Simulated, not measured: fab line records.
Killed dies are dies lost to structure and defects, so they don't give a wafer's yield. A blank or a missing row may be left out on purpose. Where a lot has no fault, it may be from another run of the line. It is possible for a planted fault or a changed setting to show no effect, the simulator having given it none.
fab line records + flow n5_finfet + part 1 of 2: steps 1 to 7 of 8
record:
- lots: 13
- wafers: 36
- last_day: 16
route steps=1938 shown BEOL_M9@1422 BEOL_M15@1830
lots untouched by any fault: they come from a run of this same line in which no faults occurred
start_h: hours from the record's first day to the start of the lot's first wafer shown + wait_h: time in hours since the lot's previous step + " as in the row above + L1.1+2: a single row standing in for several wafers + - no value, or no start was given + * or withheld: withheld + < > ~ a bound
route shown NAME@n: names a module that has steps shown in the file, with the first one's number in the route + usual: mean/standard deviation taken from wafers without a fault + same: alike in all rows + chamber/n: place in a boat + sites: each site's reading + _std_site: standard deviation of those values + _edge_site: mean of outer sites minus mean of inner sites + radius_mm: for every site, how far away it sits from the centre of the wafer + mask NAME#n: copy n + behind: tool/chamber where the wafer was last shaped + hold: reason for holding the lot/hours on hold/outcome of the hold + device: the transistor (n, p or np) that didn't switch + end of line: the tests these same wafers got at the end of their route + for a step that has no rows: nothing shown but its recipe + killed: the dies lost at the first sort to structure and to defects; this is not the yield of the wafer + map: shows each die of a wafer: x if killed, . if not, _ if none is there
set.NAME: the setting as run; set.NAME@STEP: as run at that earlier step + model.NAME: the simulator's own value behind a step, which no gauge read
the route's steps for a sample of lots (tables are steps, rows are wafers)
services: the hour from which a tool's chamber was out of use, counted from the record's first day as start_h (under 0 if before that day), plus the number of hours and why
== steps ==
step: N5_BEOL_M9_HM_OPEN_17
recipe:
- chemistry: Cl2/BCl3
- target_depth_a: 200
- overetch_a: 60
- target: TiN
- mask_material: SOC
- ion_energy_ev: 150
- pressure_mtorr: 10
- icp_w: 1000
- bias_w: 126
- Cl2_flow_sccm: 53.25
- bcl3_flow_sccm: 21.75
- Ar_flow_sccm: 25
usual:
- drypump_motor_current_A: 5.8/0.64
- oes_product_au: 0.71/0.066
- throttle_valve_pct: 22.0/0.38
| lot.wafer | tool         | chamber | start_h | wait_h | drypump_motor_current_A | oes_product_au | rf_hours_counter_h | throttle_valve_pct |
|-----------|--------------|---------|---------|--------|-------------------------|----------------|--------------------|--------------------|
| L535.2    | rie_metal-03 | 0       | 228.50  | 0.0    | 6.3                     | 0.75           | 15                 | 22.1               |
| L535.3    | "            | 0       | "       | "      | 6.3                     | 0.75           | -                  | 22.0               |
| L535.5    | "            | 0       | "       | "      | 6.3                     | 0.76           | -                  | 22.0               |
| L536.1    | rie_metal-03 | 0       | 234.14  | 0.0    | 6.3                     | 0.75           | 16                 | 22.0               |
| L536.2    | "            | 1       | "       | "      | 6.3                     | 0.69           | 26                 | 22.1               |
| L536.4    | "            | 0       | "       | "      | 6.3                     | 0.74           | -                  | 22.0               |
| L534.3    | rie_metal-01 | 1       | 234.25  | 0.1    | 6.3                     | 0.82           | -                  | 21.4               |
| L534.4    | "            | 0       | "       | "      | 4.7                     | 0.76           | -                  | 22.1               |
| L534.5    | "            | 1       | "       | "      | 6.3                     | 0.82           | -                  | 21.4               |
| L539.2    | rie_metal-02 | 1       | 250.94  | 0.0    | 6.0                     | 0.66           | 44                 | 22.6               |
| L539.3    | "            | 0       | "       | "      | 5.6                     | 0.60           | -                  | 22.0               |
| L539.4    | "            | 1       | "       | "      | 6.0                     | 0.66           | -                  | 22.5               |
| L538.2    | rie_metal-01 | 0       | 251.55  | 0.0    | 4.7                     | 0.75           | 15                 | 22.2               |
| L538.3    | "            | 0       | "       | "      | 4.7                     | 0.75           | -                  | 22.1               |
| L538.6    | "            | 1       | "       | "      | 6.3                     | 0.81           | -                  | 21.4               |
| L540.2    | rie_metal-03 | 0       | 251.78  | 0.0    | 6.3                     | 0.73           | 17                 | 22.1               |
| L540.4    | "            | 1       | "       | "      | 6.4                     | 0.70           | -                  | 22.1               |
| L540.5    | "            | 0       | "       | "      | 6.3                     | 0.73           | -                  | 22.1               |
| L542.1    | rie_metal-02 | 0       | 251.80  | 0.0    | 5.6                     | 0.60           | 75                 | 22.0               |
| L542.6    | "            | 0       | "       | "      | 5.6                     | 0.61           | -                  | 22.0               |
| L541.5    | rie_metal-02 | 1       | 259.46  | 0.1    | 6.0                     | 0.67           | -                  | 22.5               |
| L541.6    | "            | 0       | "       | "      | 5.6                     | 0.60           | -                  | 22.0               |
| L543.4    | rie_metal-02 | 1       | 277.99  | 0.1    | 6.0                     | 0.66           | -                  | 22.5               |
| L543.5    | "            | 1       | "       | "      | 6.0                     | 0.66           | -                  | 22.5               |
| L543.6    | "            | 0       | "       | "      | 5.6                     | 0.60           | -                  | 22.0               |
| L545.1    | rie_metal-01 | 0       | 299.12  | 0.0    | 4.7                     | 0.74           | 18                 | 22.2               |
| L545.5    | "            | 1       | "       | "      | 6.3                     | 0.79           | -                  | 21.4               |
| L551.1    | rie_metal-02 | 1       | 312.12  | 0.0    | 6.0                     | 0.65           | 49                 | 22.6               |
| L551.3    | "            | 1       | "       | "      | 6.0                     | 0.65           | -                  | 22.5               |
| L551.6    | "            | 1       | "       | "      | 6.0                     | 0.64           | -                  | 22.6               |
| L550.1    | rie_metal-02 | 0       | 318.19  | 0.0    | 5.6                     | 0.59           | 81                 | 22.0               |
| L550.2    | "            | 1       | "       | "      | 6.0                     | 0.64           | 49                 | 22.6               |
| L550.3    | "            | 0       | "       | "      | 5.6                     | 0.59           | -                  | 22.0               |
| L552.1    | rie_metal-01 | 1       | 320.47  | 0.0    | 6.3                     | 0.78           | 9                  | 21.4               |
| L552.4    | "            | 0       | "       | "      | 4.7                     | 0.73           | -                  | 22.1               |
| L552.5    | "            | 1       | "       | "      | 6.3                     | 0.77           | -                  | 21.4               |
step: N5_BEOL_M9_ETCH_66
recipe:
- chemistry: N2/H2
- target: SOC
- target_depth_a: 800
- overetch_a: 160
- mask_material: SiARC
- temp_c: 40
- time_s: 120
- ion_energy_ev: 200
- pressure_mtorr: 30
- source_w: 840
- bias_w: 150
- n2_flow_sccm: 200
- h2_flow_sccm: 200
usual:
- drypump_motor_current_A: 5.7/0.38
- oes_product_au: 0.62/0.058
- rf_vpp_V: 523.5/2.5
- run_length_s: 143.4/0.38
- showerhead_plenum_p_Torr: 2.53/0.087
- temp_c: 40.00/0.12
- throttle_valve_pct: 17.83/0.21
- time_s: 120/0
| lot.wafer | tool        | chamber | start_h | wait_h | drypump_motor_current_A | oes_product_au | rf_hours_counter_h | rf_vpp_V | run_length_s | showerhead_plenum_p_Torr | temp_c | throttle_valve_pct | time_s |
|-----------|-------------|---------|---------|--------|-------------------------|----------------|--------------------|----------|--------------|--------------------------|--------|--------------------|--------|
| L535.2    | rie_diel-03 | 1       | 229.64  | 0.0    | 5.8                     | 0.70           | 16                 | 526.2    | 144.1        | 2.61                     | 39.94  | 17.76              | 120    |
| L535.3    | "           | 0       | "       | "      | 5.4                     | 0.55           | 201                | 524.0    | 142.7        | 2.52                     | 40.05  | 18.28              | 120    |
| L535.5    | "           | 0       | "       | "      | 5.4                     | 0.54           | -                  | 524.4    | 142.5        | 2.52                     | 39.89  | 18.30              | 120    |
| L536.1    | rie_diel-04 | 0       | 235.43  | 0.0    | 6.3                     | 0.59           | 132                | 517.9    | 143.3        | 2.34                     | 39.98  | 17.88              | 120    |
| L536.2    | "           | 3       | "       | "      | 6.1                     | 0.68           | 24                 | 523.4    | 143.7        | 2.49                     | 39.99  | 17.60              | 120    |
| L536.4    | "           | 2       | "       | "      | 5.5                     | 0.70           | 15                 | 525.3    | 143.8        | 2.59                     | 39.92  | 17.63              | 120    |
| L534.3    | rie_diel-03 | 1       | 235.51  | 0.0    | 5.8                     | 0.70           | 18                 | 525.3    | 143.9        | 2.61                     | 39.92  | 17.77              | 120    |
| L534.4    | "           | 3       | "       | "      | 6.3                     | 0.61           | 120                | 525.6    | 143.8        | 2.66                     | 39.95  | 17.77              | 120    |
| L534.5    | "           | 3       | "       | "      | 6.3                     | 0.61           | -                  | 527.1    | 143.6        | 2.66                     | 39.86  | 17.79              | 120    |
| L539.2    | rie_diel-03 | 2       | 254.35  | 0.0    | 5.7                     | 0.63           | 77                 | 524.9    | 143.2        | 2.57                     | 39.95  | 17.81              | 120    |
| L539.3    | "           | 1       | "       | "      | 5.8                     | 0.70           | 22                 | 525.8    | 143.4        | 2.61                     | 39.99  | 17.78              | 120    |
| L539.4    | "           | 0       | "       | "      | 5.4                     | 0.55           | 205                | 523.7    | 143.1        | 2.52                     | 40.09  | 18.29              | 120    |
| L538.2    | rie_diel-04 | 3       | 254.65  | 0.0    | 6.0                     | 0.69           | 28                 | 522.2    | 143.1        | 2.49                     | 39.73  | 17.61              | 120    |
| L538.3    | "           | 1       | "       | "      | 6.2                     | 0.59           | 120                | 523.5    | 143.1        | 2.56                     | 40.06  | 17.79              | 120    |
| L538.6    | "           | 3       | "       | "      | 6.0                     | 0.69           | -                  | 522.3    | 143.7        | 2.49                     | 39.89  | 17.61              | 120    |
| L542.1    | rie_diel-03 | 0       | 254.84  | 0.0    | 5.4                     | 0.54           | 206                | 524.4    | 143.2        | 2.52                     | 39.90  | 18.29              | 120    |
| L542.6    | "           | 2       | "       | "      | 5.7                     | 0.63           | -                  | 523.7    | 142.8        | 2.57                     | 40.16  | 17.81              | 120    |
| L540.2    | rie_diel-04 | 2       | 255.07  | 0.0    | 5.5                     | 0.70           | 19                 | 525.6    | 144.0        | 2.59                     | 39.97  | 17.62              | 120    |
| L540.4    | "           | 3       | "       | "      | 6.1                     | 0.69           | 28                 | 523.1    | 143.3        | 2.49                     | 40.17  | 17.62              | 120    |
| L540.5    | "           | 3       | "       | "      | 6.1                     | 0.68           | -                  | 524.2    | 143.2        | 2.49                     | 40.07  | 17.60              | 120    |
| L541.5    | rie_diel-04 | 2       | 262.72  | 0.0    | 5.5                     | 0.69           | -                  | 526.0    | 143.7        | 2.59                     | 40.16  | 17.64              | 120    |
| L541.6    | "           | 3       | "       | "      | 6.0                     | 0.69           | -                  | 523.1    | 143.1        | 2.49                     | 39.86  | 17.62              | 120    |
| L543.4    | rie_diel-02 | 3       | 280.58  | 0.0    | 5.4                     | 0.54           | -                  | 524.7    | 143.6        | 2.52                     | 40.27  | 17.82              | 120    |
| L543.5    | "           | 1       | "       | "      | 5.2                     | 0.65           | -                  | 522.1    | 143.1        | 2.48                     | 39.89  | 17.58              | 120    |
| L543.6    | "           | 0       | "       | "      | 5.0                     | 0.58           | -                  | 517.6    | 142.9        | 2.35                     | 40.10  | 18.04              | 120    |
| L545.1    | rie_diel-02 | 3       | 301.35  | 0.0    | 5.4                     | 0.54           | 199                | 524.1    | 143.5        | 2.52                     | 40.24  | 17.84              | 120    |
| L545.5    | "           | 2       | "       | "      | 5.8                     | 0.75           | -                  | 522.3    | 143.2        | 2.51                     | 39.99  | 17.53              | 120    |
| L551.1    | rie_diel-03 | 3       | 314.31  | 0.0    | 6.3                     | 0.60           | 142                | 526.9    | 144.2        | 2.65                     | 39.85  | 17.82              | 120    |
| L551.3    | "           | 2       | "       | "      | 5.7                     | 0.61           | 95                 | 524.9    | 143.1        | 2.57                     | 39.84  | 17.84              | 120    |
| L551.6    | "           | 3       | "       | "      | 6.3                     | 0.59           | -                  | 527.4    | 144.2        | 2.65                     | 39.83  | 17.83              | 120    |
| L550.1    | rie_diel-03 | 2       | 319.00  | 0.0    | 5.7                     | 0.61           | 97                 | 523.7    | 142.9        | 2.56                     | 40.01  | 17.84              | 120    |
| L550.2    | "           | 3       | "       | "      | 6.3                     | 0.59           | 144                | 526.5    | 143.7        | 2.65                     | 39.99  | 17.81              | 120    |
| L550.3    | "           | 0       | "       | "      | 5.4                     | 0.54           | 224                | 524.2    | 142.9        | 2.51                     | 40.02  | 18.33              | 120    |
| L552.1    | rie_diel-04 | 0       | 324.42  | 0.0    | 6.3                     | 0.58           | 156                | 517.0    | 144.1        | 2.33                     | 39.92  | 17.91              | 120    |
| L552.4    | "           | 1       | "       | "      | 6.2                     | 0.58           | 141                | 523.8    | 143.4        | 2.55                     | 40.18  | 17.83              | 120    |
| L552.5    | "           | 3       | "       | "      | 6.1                     | 0.65           | -                  | 522.6    | 143.3        | 2.48                     | 39.72  | 17.64              | 120    |
step: N5_BEOL_M9_TRENCH_ETCH_37
recipe:
- chemistry: C4F6/O2
- target_depth_a: 1514.3
- target: SiCOH_lowk
- time_s: 49
- ion_energy_ev: 250
- pressure_mtorr: 30
- source_w: 345
- bias_w: 185
- Ar_flow_sccm: 300
- C4F6_flow_sccm: 10
- O2_flow_sccm: 10
usual:
- drypump_motor_current_A: 5.7/0.38
- oes_product_au: 0.81/0.081
- rf_vpp_V: 659/12
- run_length_s: 72.4/0.39
- showerhead_plenum_p_Torr: 2.84/0.093
- throttle_valve_pct: 20.99/0.22
- time_s: 49/0
| lot.wafer | tool        | chamber | start_h | wait_h | drypump_motor_current_A | oes_product_au | rf_hours_counter_h | rf_vpp_V | run_length_s | showerhead_plenum_p_Torr | throttle_valve_pct | time_s |
|-----------|-------------|---------|---------|--------|-------------------------|----------------|--------------------|----------|--------------|--------------------------|--------------------|--------|
| L535.2    | rie_diel-03 | 1       | 229.84  | -      | 5.8                     | 0.92           | 16                 | 641      | 72.4         | 2.92                     | 20.88              | 49     |
| L535.3    | "           | 0       | "       | "      | 5.4                     | 0.71           | 201                | 666      | 72.2         | 2.83                     | 21.38              | 49     |
| L535.5    | "           | 0       | "       | "      | 5.4                     | 0.71           | -                  | 666      | 71.6         | 2.83                     | 21.40              | 49     |
| L536.1    | rie_diel-04 | 0       | 235.64  | -      | 6.3                     | 0.76           | 132                | 673      | 73.2         | 2.66                     | 21.17              | 49     |
| L536.2    | "           | 3       | "       | "      | 6.0                     | 0.92           | 24                 | 663      | 72.5         | 2.79                     | 20.86              | 49     |
| L536.4    | "           | 2       | "       | "      | 5.5                     | 0.93           | 15                 | 656      | 72.5         | 2.91                     | 20.84              | 49     |
| L534.3    | rie_diel-03 | 1       | 235.72  | -      | 5.8                     | 0.91           | 18                 | 641      | 72.5         | 2.92                     | 20.88              | 49     |
| L534.4    | "           | 3       | "       | "      | 6.3                     | 0.79           | 120                | 649      | 73.0         | 3.00                     | 21.13              | 49     |
| L534.5    | "           | 3       | "       | "      | 6.3                     | 0.79           | -                  | 650      | 73.0         | 3.00                     | 21.12              | 49     |
| L539.2    | rie_diel-03 | 2       | 254.55  | -      | 5.7                     | 0.81           | 77                 | 654      | 72.0         | 2.86                     | 20.90              | 49     |
| L539.3    | "           | 1       | "       | "      | 5.8                     | 0.91           | 22                 | 642      | 72.9         | 2.92                     | 20.88              | 49     |
| L539.4    | "           | 0       | "       | "      | 5.4                     | 0.71           | 205                | 665      | 71.9         | 2.83                     | 21.42              | 49     |
| L538.2    | rie_diel-04 | 3       | 254.85  | -      | 6.0                     | 0.91           | 28                 | 662      | 72.4         | 2.79                     | 20.87              | 49     |
| L538.3    | "           | 1       | "       | "      | 6.2                     | 0.79           | 121                | 655      | 72.3         | 2.86                     | 20.92              | 49     |
| L538.6    | "           | 3       | "       | "      | 6.0                     | 0.91           | -                  | 663      | 72.3         | 2.79                     | 20.87              | 49     |
| L542.1    | rie_diel-03 | 0       | 255.04  | -      | 5.4                     | 0.71           | 206                | 666      | 72.0         | 2.83                     | 21.40              | 49     |
| L542.6    | "           | 2       | "       | "      | 5.7                     | 0.82           | -                  | 656      | 71.6         | 2.86                     | 20.85              | 49     |
| L540.2    | rie_diel-04 | 2       | 255.28  | -      | 5.5                     | 0.91           | 19                 | 658      | 72.9         | 2.91                     | 20.84              | 49     |
| L540.4    | "           | 3       | "       | "      | 6.0                     | 0.91           | 28                 | 662      | 72.4         | 2.79                     | 20.87              | 49     |
| L540.5    | "           | 3       | "       | "      | 6.1                     | 0.92           | -                  | 663      | 72.2         | 2.79                     | 20.86              | 49     |
| L541.5    | rie_diel-04 | 2       | 262.90  | -      | 5.5                     | 0.90           | -                  | 656      | 72.5         | 2.91                     | 20.85              | 49     |
| L541.6    | "           | 3       | "       | "      | 6.0                     | 0.90           | -                  | 664      | 72.2         | 2.79                     | 20.89              | 49     |
| L543.4    | rie_diel-02 | 3       | 280.77  | -      | 5.5                     | 0.71           | -                  | 688      | 72.3         | 2.83                     | 20.98              | 49     |
| L543.5    | "           | 1       | "       | "      | 5.2                     | 0.84           | -                  | 658      | 72.2         | 2.78                     | 20.62              | 49     |
| L543.6    | "           | 0       | "       | "      | 5.0                     | 0.76           | -                  | 649      | 72.6         | 2.63                     | 21.13              | 49     |
| L545.1    | rie_diel-02 | 3       | 301.56  | -      | 5.4                     | 0.70           | 199                | 688      | 72.4         | 2.82                     | 21.01              | 49     |
| L545.5    | "           | 2       | "       | "      | 5.7                     | 0.99           | -                  | 675      | 72.5         | 2.81                     | 20.64              | 49     |
| L551.1    | rie_diel-03 | 3       | 314.51  | -      | 6.3                     | 0.78           | 142                | 648      | 61.2         | 2.99                     | 21.18              | 34.3   |
| L551.3    | "           | 2       | "       | "      | 5.7                     | 0.80           | 95                 | 656      | 60.3         | 2.86                     | 20.92              | 34.3   |
| L551.6    | "           | 3       | "       | "      | 6.3                     | 0.77           | -                  | 649      | 61.2         | 2.99                     | 21.16              | 34.3   |
| L550.1    | rie_diel-03 | 2       | 319.21  | -      | 5.7                     | 0.80           | 97                 | 655      | 60.2         | 2.86                     | 20.91              | 34.3   |
| L550.2    | "           | 3       | "       | "      | 6.3                     | 0.77           | 144                | 649      | 61.1         | 2.99                     | 21.17              | 34.3   |
| L550.3    | "           | 0       | "       | "      | 5.4                     | 0.70           | 224                | 664      | 60.6         | 2.82                     | 21.45              | 34.3   |
| L552.1    | rie_diel-04 | 0       | 324.62  | -      | 6.4                     | 0.74           | 156                | 673      | 61.4         | 2.65                     | 21.20              | 34.3   |
| L552.4    | "           | 1       | "       | "      | 6.2                     | 0.77           | 141                | 654      | 60.5         | 2.86                     | 20.95              | 34.3   |
| L552.5    | "           | 3       | "       | "      | 6.0                     | 0.88           | -                  | 661      | 60.5         | 2.78                     | 20.89              | 34.3   |
step: N5_BEOL_M9_OCD_MEAS_38
usual:
- trench_depth_nm: 151.9/2.6
| lot.wafer | tool   | chamber | start_h | wait_h | trench_depth_nm |
|-----------|--------|---------|---------|--------|-----------------|
| L535.2    | ocd-01 | -       | 230.02  | -      | 155.1           |
| L535.3    | "      | -       | "       | "      | 147.7           |
| L535.5    | "      | -       | "       | "      | 147.9           |
| L536.1    | ocd-01 | -       | 235.81  | -      | 147.9           |
| L536.2    | "      | -       | "       | "      | 156.5           |
| L536.4    | "      | -       | "       | "      | 154.1           |
| L534.3    | ocd-01 | -       | 235.89  | -      | 155.8           |
| L534.4    | "      | -       | "       | "      | 148.2           |
| L534.5    | "      | -       | "       | "      | 148.1           |
| L539.2    | ocd-01 | -       | 254.72  | -      | 149.8           |
| L539.3    | "      | -       | "       | "      | 153.8           |
| L539.4    | "      | -       | "       | "      | 150.5           |
| L538.2    | ocd-01 | -       | 255.03  | -      | 154.0           |
| L538.3    | "      | -       | "       | "      | 155.0           |
| L538.6    | "      | -       | "       | "      | 155.0           |
| L542.1    | ocd-02 | -       | 255.22  | -      | 150.8           |
| L542.6    | "      | -       | "       | "      | 150.6           |
| L540.2    | ocd-01 | -       | 255.45  | -      | 151.7           |
| L540.4    | "      | -       | "       | "      | 154.6           |
| L540.5    | "      | -       | "       | "      | 155.4           |
| L541.5    | ocd-01 | -       | 263.06  | -      | 153.1           |
| L541.6    | "      | -       | "       | "      | 154.7           |
| L543.4    | ocd-02 | -       | 280.93  | -      | 149.7           |
| L543.5    | "      | -       | "       | "      | 150.9           |
| L543.6    | "      | -       | "       | "      | 153.3           |
| L545.1    | ocd-01 | -       | 301.73  | -      | 150.5           |
| L545.5    | "      | -       | "       | "      | 155.1           |
| L551.1    | ocd-02 | -       | 314.69  | -      | 104.9           |
| L551.3    | "      | -       | "       | "      | 104.6           |
| L551.6    | "      | -       | "       | "      | 103.6           |
| L550.1    | ocd-01 | -       | 319.38  | -      | 105.7           |
| L550.2    | "      | -       | "       | "      | 103.6           |
| L550.3    | "      | -       | "       | "      | 105.7           |
| L552.1    | ocd-01 | -       | 324.79  | -      | 104.0           |
| L552.4    | "      | -       | "       | "      | 107.6           |
| L552.5    | "      | -       | "       | "      | 109.3           |
step: N5_BEOL_M9_CD_MEAS_35
recipe:
- target_cd_nm: 70
- target_cd_y_nm: 40
- polarity: opening
usual:
- cd_nm: 70.1/0.56
| lot.wafer | tool      | chamber | start_h | wait_h | cd_nm |
|-----------|-----------|---------|---------|--------|-------|
| L535.2    | cd_sem-02 | -       | 230.17  | 0.0    | 70.2  |
| L535.3    | "         | -       | "       | "      | 69.9  |
| L535.5    | "         | -       | "       | "      | 70.4  |
| L536.1    | cd_sem-01 | -       | 235.96  | 0.0    | 69.9  |
| L536.2    | "         | -       | "       | "      | 70.3  |
| L536.4    | "         | -       | "       | "      | 69.9  |
| L534.3    | cd_sem-02 | -       | 236.05  | 0.0    | 70.6  |
| L534.4    | "         | -       | "       | "      | 70.3  |
| L534.5    | "         | -       | "       | "      | 70.1  |
| L539.2    | cd_sem-03 | -       | 254.91  | 0.0    | 70.2  |
| L539.3    | "         | -       | "       | "      | 70.5  |
| L539.4    | "         | -       | "       | "      | 70.2  |
| L538.2    | cd_sem-02 | -       | 255.18  | 0.0    | 70.8  |
| L538.3    | "         | -       | "       | "      | 71.1  |
| L538.6    | "         | -       | "       | "      | 70.7  |
| L542.1    | cd_sem-03 | -       | 255.38  | 0.0    | 71.1  |
| L542.6    | "         | -       | "       | "      | 69.8  |
| L540.2    | cd_sem-03 | -       | 255.61  | 0.0    | 70.1  |
| L540.4    | "         | -       | "       | "      | 69.9  |
| L540.5    | "         | -       | "       | "      | 69.4  |
| L541.5    | cd_sem-02 | -       | 263.22  | 0.0    | 69.2  |
| L541.6    | "         | -       | "       | "      | 69.9  |
| L543.4    | cd_sem-02 | -       | 281.08  | 0.0    | 69.5  |
| L543.5    | "         | -       | "       | "      | 68.9  |
| L543.6    | "         | -       | "       | "      | 69.4  |
| L545.1    | cd_sem-02 | -       | 301.88  | 0.0    | 69.3  |
| L545.5    | "         | -       | "       | "      | 70.7  |
| L551.1    | cd_sem-01 | -       | 314.84  | 0.0    | 69.8  |
| L551.3    | "         | -       | "       | "      | 69.8  |
| L551.6    | "         | -       | "       | "      | 70.3  |
| L550.1    | cd_sem-01 | -       | 319.55  | 0.0    | 69.8  |
| L550.2    | "         | -       | "       | "      | 69.1  |
| L550.3    | "         | -       | "       | "      | 69.2  |
| L552.1    | cd_sem-02 | -       | 324.95  | 0.0    | 69.6  |
| L552.4    | "         | -       | "       | "      | 71.0  |
| L552.5    | "         | -       | "       | "      | 70.7  |
step: N5_BEOL_M9_THK_MEAS_53
recipe:
- thk_meas_gauge: xrf
- reads: Cu_of_BEOL_M9_ECD_50
usual:
- M9_THK: 142/3.2
| lot.wafer | tool          | chamber | start_h | wait_h | M9_THK[nm] |
|-----------|---------------|---------|---------|--------|------------|
| L535.2    | film_metro-02 | -       | 232.86  | -      | 146        |
| L535.3    | "             | -       | "       | "      | 138        |
| L535.5    | "             | -       | "       | "      | 139        |
| L534.3    | film_metro-02 | -       | 237.87  | -      | 148        |
| L534.4    | "             | -       | "       | "      | 139        |
| L534.5    | "             | -       | "       | "      | 140        |
| L536.1    | film_metro-02 | -       | 238.52  | -      | 137        |
| L536.2    | "             | -       | "       | "      | 147        |
| L536.4    | "             | -       | "       | "      | 143        |
| L539.2    | film_metro-01 | -       | 256.92  | -      | 138        |
| L539.3    | "             | -       | "       | "      | 144        |
| L539.4    | "             | -       | "       | "      | 140        |
| L538.2    | film_metro-01 | -       | 257.25  | -      | 141        |
| L538.3    | "             | -       | "       | "      | 143        |
| L538.6    | "             | -       | "       | "      | 143        |
| L542.1    | film_metro-01 | -       | 257.86  | -      | 140        |
| L542.6    | "             | -       | "       | "      | 139        |
| L540.2    | film_metro-01 | -       | 258.32  | -      | 140        |
| L540.4    | "             | -       | "       | "      | 145        |
| L540.5    | "             | -       | "       | "      | 146        |
| L541.5    | film_metro-02 | -       | 267.48  | -      | 142        |
| L541.6    | "             | -       | "       | "      | 145        |
| L543.4    | film_metro-02 | -       | 283.53  | -      | 141        |
| L543.5    | "             | -       | "       | "      | 141        |
| L543.6    | "             | -       | "       | "      | 145        |
| L545.1    | film_metro-01 | -       | 304.84  | -      | 138        |
| L545.5    | "             | -       | "       | "      | 145        |
| L551.1    | film_metro-01 | -       | 316.92  | -      | 94         |
| L551.3    | "             | -       | "       | "      | 94         |
| L551.6    | "             | -       | "       | "      | 93         |
| L550.1    | film_metro-01 | -       | 323.21  | -      | 93         |
| L550.2    | "             | -       | "       | "      | 96         |
| L550.3    | "             | -       | "       | "      | 94         |
| L552.1    | film_metro-01 | -       | 327.05  | -      | 93         |
| L552.4    | "             | -       | "       | "      | 97         |
| L552.5    | "             | -       | "       | "      | 98         |
step: N5_BEOL_M9_RS_MEAS_57
recipe:
- thk_meas_gauge: four-point-probe
- reads: Cu_of_BEOL_M9_ECD_50+Co_of_BEOL_M9_CVD_78+TaN_of_BEOL_M9_ALD_74
usual:
- M9_RS: 0.150/0.0034
| lot.wafer | tool          | chamber | start_h | wait_h | M9_RS[ohm/sq] |
|-----------|---------------|---------|---------|--------|---------------|
| L535.2    | film_metro-01 | -       | 233.00  | 0.1    | 0.145         |
| L535.3    | "             | -       | "       | "      | 0.153         |
| L535.5    | "             | -       | "       | "      | 0.153         |
| L534.3    | film_metro-02 | -       | 238.04  | 0.1    | 0.144         |
| L534.4    | "             | -       | "       | "      | 0.154         |
| L534.5    | "             | -       | "       | "      | 0.152         |
| L536.1    | film_metro-01 | -       | 238.66  | 0.1    | 0.156         |
| L536.2    | "             | -       | "       | "      | 0.143         |
| L536.4    | "             | -       | "       | "      | 0.147         |
| L539.2    | film_metro-02 | -       | 257.06  | 0.1    | 0.153         |
| L539.3    | "             | -       | "       | "      | 0.147         |
| L539.4    | "             | -       | "       | "      | 0.150         |
| L538.2    | film_metro-02 | -       | 257.38  | 0.1    | 0.148         |
| L538.3    | "             | -       | "       | "      | 0.147         |
| L538.6    | "             | -       | "       | "      | 0.147         |
| L542.1    | film_metro-01 | -       | 258.00  | 0.1    | 0.153         |
| L542.6    | "             | -       | "       | "      | 0.153         |
| L540.2    | film_metro-02 | -       | 258.45  | 0.1    | 0.152         |
| L540.4    | "             | -       | "       | "      | 0.147         |
| L540.5    | "             | -       | "       | "      | 0.146         |
| L541.5    | film_metro-02 | -       | 267.61  | 0.0    | 0.150         |
| L541.6    | "             | -       | "       | "      | 0.148         |
| L543.4    | film_metro-02 | -       | 283.67  | 0.0    | 0.152         |
| L543.5    | "             | -       | "       | "      | 0.153         |
| L543.6    | "             | -       | "       | "      | 0.148         |
| L545.1    | film_metro-01 | -       | 304.97  | 0.1    | 0.154         |
| L545.5    | "             | -       | "       | "      | 0.146         |
| L551.1    | film_metro-01 | -       | 317.05  | 0.1    | 0.238         |
| L551.3    | "             | -       | "       | "      | 0.237         |
| L551.6    | "             | -       | "       | "      | 0.240         |
| L550.1    | film_metro-01 | -       | 323.34  | 0.1    | 0.240         |
| L550.2    | "             | -       | "       | "      | 0.233         |
| L550.3    | "             | -       | "       | "      | 0.238         |
| L552.1    | film_metro-01 | -       | 327.18  | 0.1    | 0.244         |
| L552.4    | "             | -       | "       | "      | 0.232         |
| L552.5    | "             | -       | "       | "      | 0.231         |
== key ==
first_sign:
- step: N5_BEOL_M9_TRENCH_ETCH_37
- reading: time_s
- direction: down
- sigmas: 99+
- usual: *
- struck: *
effect:
- step: N5_BEOL_M9_TRENCH_ETCH_37
- reading: run_length_s
- direction: down
- sigmas: 30
- usual: *
- struck: *
effect:
- step: N5_BEOL_M9_OCD_MEAS_38
- reading: trench_depth_nm
- direction: down
- sigmas: 18
- usual: 151.9
- struck: 105.5
effect:
- step: N5_BEOL_M9_THK_MEAS_53
- reading: M9_THK
- direction: down
- sigmas: 15
- usual: 142
- struck: 95
effect:
- step: N5_BEOL_M9_RS_MEAS_57
- reading: M9_RS
- direction: up
- sigmas: 26
- usual: 0.150
- struck: 0.237
effect:
- step: N5_BEOL_M15_RC_MEAS_101
- reading: SERP_M9
- direction: up
- sigmas: 21
- usual: 3.04
- struck: 4.74
met_at N5_BEOL_M9_TRENCH_ETCH_37
struck_lots L550,L551,L552
sort_left_out L550.1,L550.2,L550.3,L551.1,L551.3,L551.6,L552.1,L552.4,L552.5
not_acting_at N5_BEOL_M9_HM_OPEN_17,N5_BEOL_M9_ETCH_66,N5_BEOL_M9_CD_MEAS_35
onset_between 262.90 314.51
fault:
- kind: recipe_version_skew
- tool: rie_diel-02,rie_diel-03,rie_diel-04
- chamber: -
- onset_h: 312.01
- steps: N5_BEOL_M9_TRENCH_ETCH_37
- wrong_recipe.time_s: *
sort_left_out: the simulated sort isn't trusted on such a fault, so these wafers' sort isn't shown, and their yield isn't known
